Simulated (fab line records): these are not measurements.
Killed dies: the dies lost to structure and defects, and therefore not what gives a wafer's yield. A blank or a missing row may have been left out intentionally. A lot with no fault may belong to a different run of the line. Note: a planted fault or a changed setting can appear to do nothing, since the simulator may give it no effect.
fab line records | flow nandHarc
record lots=6 wafers=18 lastDay=24
route steps=1159 shown P_CONTACT@249 P_M0@253
lots untouched by any fault: they come from a run of this same line in which no faults occurred
startH: hours from the record's opening day to when the first of the lot's shown wafers began | waitH: time in hours since the lot's previous step | " same as the row above | L1.1+2: several wafers, shown together as one row | - no value, or no start was given | * or withheld: withheld | < > ~ a bound
route shown NAME@n: NAME is a module with steps in the file, n the number in the route of the first one | usual: mean/standard deviation taken from wafers without a fault | same: alike in all rows | chamber/n: place in a boat | sites: readings site by site | _std_site: the standard deviation of these | _edge_site: inner sites' mean taken away from outer sites' mean | radiusMm: for every site, how far away it sits from the centre of the wafer | mask NAME#n: copy n | behind: tool/chamber where the wafer was last shaped | hold: why the lot was held/for how many hours/how that ended | device: the n, p or np transistor that did not switch | end of line: the same wafers' tests at the end of the route | a step with no rows: only its recipe | killed: not the wafer's yield, but the dies lost to structure and defects at the first sort | map: a wafer's dies, marking killed ones x, the rest . and places with no die _
set.NAME: the run value of the setting; set.NAME@STEP: its run value at that earlier step | model.NAME: the simulator's own value behind a step, which no gauge read
lots seen at some steps along the route; tables by step, rows by wafer
services: a tool's chamber out of use, with start hour (startH, from the record's first day; less than 0 if before it), hours out, and reason
## steps
# step NHARC_P_CONTACT_CMP_24
# recipe tOverpolishS=30 targetThkNm=200
# usual motorCurrentA=12.4/1.4 overpolishRunS=29.999/0.0084 timeToEndpointS=37.8/1.9
# columns lot.wafer tool chamber startH waitH motorCurrentA overpolishRunS timeToEndpointS
L880.4 cmp-03 0 132.70 0.4 10.2 29.991 39.0
L880.2 " 1 " " 13.2 29.999 40.4
L880.6 " 1 " " 13.4 30.016 40.7
L885.3 cmp-01 1 157.41 0.3 14.8 29.988 39.1
L885.2 " 3 " " 12.2 29.995 38.7
L885.6 " 2 " " 9.7 29.992 36.9
L888.4 cmp-04 1 165.79 0.4 11.9 30.014 38.2
L888.1 " 2 " " 11.1 30.003 40.3
L888.2 " 0 " " 12.4 30.003 38.3
L889.3 cmp-03 1 169.18 0.3 12.8 29.994 38.3
L889.1 " 0 " " 9.5 30.000 38.1
L889.6 " 2 " " 14.7 29.998 36.5
L890.1 cmp-01 0 177.79 0.5 12.1 30.008 41.0
L890.2 " 1 " " 14.7 30.014 38.2
L890.5 " 3 " " 12.0 30.008 39.4
L896.3 cmp-03 3 216.90 0.4 13.7 30.002 39.0
L896.4 " 1 " " 13.1 30.001 41.2
L896.6 " 2 " " 14.3 29.998 38.4
# step NHARC_P_CONTACT_SRD_26
# step NHARC_P_CONTACT_INSPECT_27
# usual rawDefectCount=288/130
# columns lot.wafer tool chamber startH waitH rawDefectCount
L880.2 defectInspect-01 - 133.10 0.1 157
L880.4 " - " " 201
L880.6 " - " " 189
L885.2 defectInspect-01 - 157.82 0.1 249
L885.3 " - " " 373
L885.6 " - " " 377
L888.1 defectInspect-01 - 166.19 0.1 126
L888.2 " - " " 204
L888.4 " - " " 141
L889.1 defectInspect-02 - 169.58 0.1 279
L889.3 " - " " 379
L889.6 " - " " 537
L890.1 defectInspect-02 - 178.14 0.1 238
L890.2 " - " " 298
L890.5 " - " " 225
L896.3 defectInspect-02 - 217.28 0.1 305
L896.4 " - " " 341
L896.6 " - " " 446
# step NHARC_P_M0_DEP_00
# recipe targetThkA=1500 targetThkNm=150 tempC=withheld pressureTorr=5 flowSccm=200 rfW=600 material=SiOC
# step NHARC_P_M0_DEHYDRATE_01
# recipe tempC=150 timeS=120
# step NHARC_P_M0_HMDS_02
# recipe timeS=30
# step NHARC_P_M0_COAT_33
# recipe tempC=200 timeS=65
# step NHARC_P_M0_COAT_03
# recipe spinRpm=1500 resistThkNm=90
# step NHARC_P_M0_SOFTBAKE_04
# recipe tempC=105 timeS=55
# step NHARC_P_M0_EBR_05
# step NHARC_P_M0_EXPOSE_06
# recipe na=1.35 targetCdNm=90 doseMj=81.28 maskId=P_M0
# step NHARC_P_M0_PEB_07
# recipe pebTempC=100 pebTimeS=65
# usual heaterPowerTotalW=156.7/0.4 plateTempC=100.01/0.12
# columns lot.wafer tool chamber startH waitH heaterPowerTotalW plateTempC
L880.2 lithoTrack-04 0 133.92 0.1 157.1 99.95
L880.4 " 0 " " 156.6 100.21
L880.6 " 0 " " 157.1 99.98
L885.2 lithoTrack-04 0 158.64 0.1 163.9 103.23
L885.3 " 0 " " 163.1 103.34
L885.6 " 0 " " 163.5 103.22
L888.1 lithoTrack-06 0 167.02 0.1 157.0 99.72
L888.2 " 0 " " 157.1 99.94
L888.4 " 0 " " 156.0 99.60
L889.1 lithoTrack-04 0 170.41 0.1 163.8 103.33
L889.3 " 0 " " 163.5 103.27
L889.6 " 0 " " 164.0 103.19
L890.1 lithoTrack-06 0 178.96 0.1 156.3 99.93
L890.2 " 0 " " 156.6 99.93
L890.5 " 0 " " 156.5 99.97
L896.3 lithoTrack-06 0 218.34 0.0 156.8 100.07
L896.4 " 0 " " 156.6 100.11
L896.6 " 0 " " 157.0 100.17
# step NHARC_P_M0_DEVELOP_08
# recipe developTimeS=35 devTempC=23
# step NHARC_P_M0_CD_MEAS_09
# recipe targetCdNm=90 landingEnergyEv=500
# usual cdNm=90.2/0.69
# same landingEnergyEv=500
# columns lot.wafer tool chamber startH waitH cdNm
L880.2 cdSem-02 0 134.00 - 89.8
L880.4 " 0 " " 89.4
L880.6 " 0 " " 90.1
L885.2 cdSem-03 0 158.72 - 102.8
L885.3 " 0 " " 101.8
L885.6 " 0 " " 102.1
L888.1 cdSem-01 0 167.10 - 88.9
L888.2 " 0 " " 89.3
L888.4 " 0 " " 88.9
L889.1 cdSem-01 0 170.49 - 101.0
L889.3 " 0 " " 102.1
L889.6 " 0 " " 100.7
L890.1 cdSem-03 0 179.04 - 91.1
L890.2 " 0 " " 91.6
L890.5 " 0 " " 90.9
L896.3 cdSem-03 0 218.42 - 90.6
L896.4 " 0 " " 90.6
L896.6 " 0 " " 90.2
# step NHARC_P_M0_OVL_MEAS_10
# recipe pitchNm=180
# usual overlayXNm=0.0/0.93 overlayYNm=-0.1/0.93
# columns lot.wafer tool chamber startH waitH overlayXNm overlayYNm
L880.2 overlay-02 - 134.09 - 0.8 0.3
L880.4 " - " " 0.4 -0.2
L880.6 " - " " 0.5 -0.2
L885.2 overlay-02 - 158.82 - 1.9 0.1
L885.3 " - " " 1.7 -0.2
L885.6 " - " " 1.8 0.5
L888.1 overlay-01 - 167.19 - -1.5 -0.3
L888.2 " - " " -2.0 -0.6
L888.4 " - " " -1.8 -0.5
L889.1 overlay-02 - 170.58 - 0.5 0.8
L889.3 " - " " 0.0 0.2
L889.6 " - " " -0.5 0.3
L890.1 overlay-01 - 179.13 - -0.1 0.4
L890.2 " - " " -0.1 -0.1
L890.5 " - " " 0.2 0.0
L896.3 overlay-02 - 218.50 - 1.2 -0.4
L896.4 " - " " 1.1 -0.1
L896.6 " - " " 1.1 -0.1
# step NHARC_P_M0_INSPECT_11
# usual rawDefectCount=4.4/2.7
# columns lot.wafer tool chamber startH waitH rawDefectCount
L880.2 defectInspect-02 - 134.12 0.0 7
L880.4 " - " " 12
L880.6 " - " " 14
L885.2 defectInspect-01 - 158.86 0.0 4
L885.3 " - " " 4
L885.6 " - " " 2
L888.1 defectInspect-01 - 167.22 0.0 3
L888.2 " - " " 3
L888.4 " - " " 6
L889.1 defectInspect-02 - 170.61 0.0 7
L889.3 " - " " 2
L889.6 " - " " 3
L890.1 defectInspect-01 - 179.17 0.0 4
L890.2 " - " " 5
L890.5 " - " " 4
L896.3 defectInspect-02 - 218.54 0.0 1
L896.4 " - " " 4
L896.6 " - " " 6
# step NHARC_P_M0_DESCUM_14
# recipe timeS=3 o2FlowSccm=200 arFlowSccm=0 biasPowerW=0 chemistry=O2
# usual drypumpMotorCurrentA=5.7/0.33 mfcArSccm=0.006/0.0079 oesProductAu=0.997/0.009 rfVppV=58.1/0.9 showerheadPlenumPTorr=1.97/0.083 throttleValvePct=11.310/0.0086
# columns lot.wafer tool chamber startH waitH drypumpMotorCurrentA mfcArSccm oesProductAu rfHoursCounterH rfVppV showerheadPlenumPTorr throttleValvePct model.P_M0.cdNm
L880.4 rieDiel-07 1 134.20 0.1 5.2 0.015 1.004 3.8 58.6 2.06 11.322 88.64
L880.2 " 2 " " 5.4 0 0.995 4.3 57.8 2.07 11.311 90.29
L880.6 " 0 " " 5.8 0 0.996 - 58.4 1.94 11.290 90.42
L885.3 rieDiel-07 2 158.93 0.1 5.4 0 1.000 6.2 59.4 2.07 11.295 102.3
L885.2 " 3 " " 5.4 0 1.000 6.2 57.1 1.82 11.312 102.4
L885.6 " 2 " " 5.4 0 1.001 - 58.0 2.07 11.320 103.1
L888.2 rieDiel-02 1 167.29 0.1 5.6 0.021 1.000 0.8 58.4 1.95 11.299 89.46
L888.1 " 3 " " 5.7 0.020 1.011 0.8 58.2 1.91 11.311 89
L888.4 " 3 " " 5.7 0.020 0.999 - 58.4 1.91 11.301 88.89
L889.3 rieDiel-10 0 170.68 0.1 5.6 0.009 0.997 10.4 59.0 1.83 11.304 101.7
L889.1 " 3 " " 5.2 0 1.004 9.7 58.0 2.00 11.313 100.4
L889.6 " 1 " " 5.9 0.001 0.999 - 59.2 2.04 11.318 100.4
L890.2 rieDiel-02 1 179.24 0.1 5.6 0.021 1.010 1.8 57.1 1.95 11.303 91.33
L890.1 " 2 " " 5.9 0 1.013 0.9 57.8 1.98 11.307 91.06
L890.5 " 1 " " 5.6 0.021 0.997 - 56.8 1.95 11.298 90.81
L896.4 rieDiel-07 1 218.60 0.1 5.3 0.015 0.985 8.6 60.0 2.06 11.311 90.44
L896.3 " 0 " " 5.8 0 1.012 8.3 58.8 1.94 11.308 91.18
L896.6 " 2 " " 5.4 0 0.994 - 59.5 2.07 11.303 90.71
# step NHARC_P_M0_ETCH_34
# recipe targetDepthA=400 overetchA=120 timeS=43.94 ionEnergyEv=200 n2FlowSccm=150 h2FlowSccm=150 arFlowSccm=0 rfW=400 biasW=150 chemistry=N2/H2
# usual biasW=149.9/0.46 drypumpMotorCurrentA=5.7/0.33 h2FlowSccm=150.0/0.46 mfcArSccm=0.006/0.0079 oesProductAu=0.995/0.0096 rfVppV=432.2/2.7 showerheadPlenumPTorr=2.10/0.091 throttleValvePct=14.171/0.009
# columns lot.wafer tool chamber startH waitH biasW drypumpMotorCurrentA h2FlowSccm mfcArSccm oesProductAu rfHoursCounterH rfVppV showerheadPlenumPTorr throttleValvePct
L880.2 rieDiel-07 0 134.27 0.1 149.7 5.8 150.6 0 0.992 3.8 430.3 2.07 14.174
L880.4 " 1 " " 149.2 5.3 150.5 0.015 1.001 3.8 435.3 2.20 14.170
L880.6 " 0 " " 150.1 5.8 150.0 0 0.986 - 431.0 2.07 14.170
L885.2 rieDiel-07 3 159.00 0.1 149.9 5.4 149.4 0 0.995 6.2 427.2 1.93 14.164
L885.3 " 2 " " 149.9 5.4 150.3 0 1.003 6.2 435.5 2.21 14.157
L885.6 " 0 " " 149.0 5.8 149.7 0 0.992 - 430.1 2.07 14.170
L888.2 rieDiel-02 0 167.40 0.1 149.7 6.2 150.3 0 1.013 0.8 433.6 2.13 14.181
L888.1 " 1 " " 150.6 5.6 149.8 0.021 1.001 0.8 429.8 2.08 14.177
L888.4 " 1 " " 150.0 5.6 150.3 0.021 1.005 - 431.5 2.08 14.170
L889.3 rieDiel-10 3 170.77 0.1 149.6 5.2 150.1 0 0.994 9.7 432.2 2.13 14.171
L889.1 " 1 " " 149.7 5.9 150.0 0.001 0.979 10.7 432.8 2.18 14.186
L889.6 " 3 " " 150.1 5.2 149.9 0 0.996 - 431.2 2.13 14.172
L890.1 rieDiel-02 3 179.32 0.1 150.6 5.7 150.2 0.020 0.993 1.8 430.2 2.03 14.171
L890.2 " 0 " " 150.0 6.3 149.7 0 1.002 1.8 432.7 2.13 14.170
L890.5 " 2 " " 149.9 5.9 150.3 0 0.998 - 432.0 2.12 14.179
L896.4 rieDiel-07 2 218.69 0.1 150.0 5.4 150.7 0 1.005 10.4 435.9 2.21 14.170
L896.3 " 3 " " 150.0 5.4 149.9 0 0.993 9.5 427.2 1.93 14.164
L896.6 " 2 " " 151.0 5.4 150.7 0 1.017 - 434.7 2.21 14.168
# step NHARC_P_M0_ETCH_15
# recipe targetDepthA=1500 overetchA=150 timeS=82.5 c4f8FlowSccm=withheld arFlowSccm=400 rfW=600 biasW=300 chemistry=C4F8/Ar
# usual biasW=299.9/0.89 oesProductAu=0.953/0.019 rfVppV=442.4/2.6
# columns lot.wafer tool chamber startH waitH biasW oesProductAu rfHoursCounterH rfVppV model.P_M0.cdNm
L880.2 rieDiel-07 3 - - 298.5 0.927 4.3 437.2 89.59
L880.4 " 0 " " 300.7 0.924 3.9 442.8 88.14
L880.6 " 3 " " 299.8 0.916 - 437.3 89.76
L885.3 rieDiel-07 3 - - 299.0 0.958 6.3 438.4 102.2
L885.2 " 1 " " 299.9 0.955 5.0 446.0 101.9
L885.6 " 0 " " 299.6 0.960 - 441.4 102.5
L888.1 rieDiel-02 0 - - 300.1 0.960 0.8 443.7 88.49
L888.2 " 3 " " 299.7 0.958 0.8 440.5 89.27
L888.4 " 0 " " 300.8 0.967 - 444.6 88.45
L889.3 rieDiel-10 0 - - 298.8 0.962 10.4 437.4 101.2
L889.1 " 1 " " 299.2 0.946 10.7 445.7 100.8
L889.6 " 0 " " 299.7 0.962 - 438.0 100.1
L890.2 rieDiel-02 2 - - 300.4 0.984 0.9 442.4 91.16
L890.1 " 3 " " 302.1 0.970 1.9 439.7 90.97
L890.5 " 2 " " 300.8 0.986 - 442.8 91.08
L896.3 rieDiel-07 2 - - 300.4 0.931 10.4 445.0 91.17
L896.4 " 3 " " 299.1 0.930 9.5 437.5 90.77
L896.6 " 2 " " 300.3 0.927 - 445.6 91.06
# step NHARC_P_M0_CD_MEAS_16
# usual cdNm=90.0/0.93
# columns lot.wafer tool chamber startH waitH cdNm
L880.2 cdSem-01 - 134.49 - 89.7
L880.4 " - " " 88.2
L880.6 " - " " 89.4
L885.2 cdSem-03 - 159.22 - 101.9
L885.3 " - " " 102.3
L885.6 " - " " 102.8
L888.1 cdSem-03 - 167.64 - 88.4
L888.2 " - " " 88.9
L888.4 " - " " 88.5
L889.1 cdSem-03 - 170.98 - 101.2
L889.3 " - " " 101.4
L889.6 " - " " 100.1
L890.1 cdSem-01 - 179.53 - 91.1
L890.2 " - " " 91.0
L890.5 " - " " 91.0
L896.3 cdSem-03 - 218.90 - 91.5
L896.4 " - " " 90.9
L896.6 " - " " 90.8
## services
# columns tool chamber startH hours kind
rieDiel-07 0 109.20 - clean
rieDiel-07 1 109.20 - clean
rieDiel-07 2 109.20 - clean
rieDiel-07 3 109.20 - clean
rieDiel-10 2 112.53 4.0 repair
lithoTrack-06 - 117.00 7.0 pm
rieDiel-02 2 125.84 5.7 repair
cmp-04 - 130.34 2.7 repair
rieDiel-07 0 133.70 - clean
rieDiel-07 1 133.70 - clean
rieDiel-07 2 133.70 - clean
rieDiel-07 3 133.70 - clean
rieDiel-10 2 134.76 5.2 repair
lithoTrack-04 - 141.00 7.0 pm
rieDiel-02 - 150.70 9.0 pm
cmp-03 - 155.95 1.9 repair
cmp-01 - 168.65 2.2 repair
rieDiel-07 3 176.04 5.4 repair
rieDiel-10 - 176.50 9.0 pm
cmp-01 - 179.50 4.0 pm
rieDiel-10 2 191.69 14.2 repair
cmp-01 - 192.90 1.7 repair
cmp-04 - 203.06 4.0 pm
cmp-04 - 218.40 6.5 repair
## key
firstSign step=NHARC_P_M0_PEB_07 reading=plateTempC direction=up sigmas=26 usual=* struck=*
effect step=NHARC_P_M0_PEB_07 reading=heaterPowerTotalW direction=up sigmas=17 usual=* struck=*
effect step=NHARC_P_M0_CD_MEAS_09 reading=cdNm direction=up sigmas=17 usual=90.2 struck=101.8
effect step=NHARC_P_M0_CD_MEAS_16 reading=cdNm direction=up sigmas=13 usual=90.0 struck=101.6
modelEffect step=NHARC_P_M0_DESCUM_14 value=P_M0.cdNm without=90.91 struck=101.7
modelEffect step=NHARC_P_M0_ETCH_15 value=P_M0.cdNm without=90.64 struck=101.4
metAt NHARC_P_M0_PEB_07
struckWafers L885.2,L885.3,L885.6,L889.1,L889.3,L889.6
rowsEnd L885.2,L885.3,L885.6
sortLeftOut L889.1,L889.3,L889.6
onsetBetween 133.92 158.64
fault kind=processParameterDrift tool=lithoTrack-04 chamber=- onsetH=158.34 steps=NHARC_P_M0_PEB_07 channel=pebTempC offset=* shape=step actsIn=* stated=*
# sortLeftOut: the simulated sort isn't trusted on such a fault, so these wafers' sort isn't shown, and their yield isn't known
# rowsEnd: these wafers met a further fault down the route, and their rows from its step on are left out
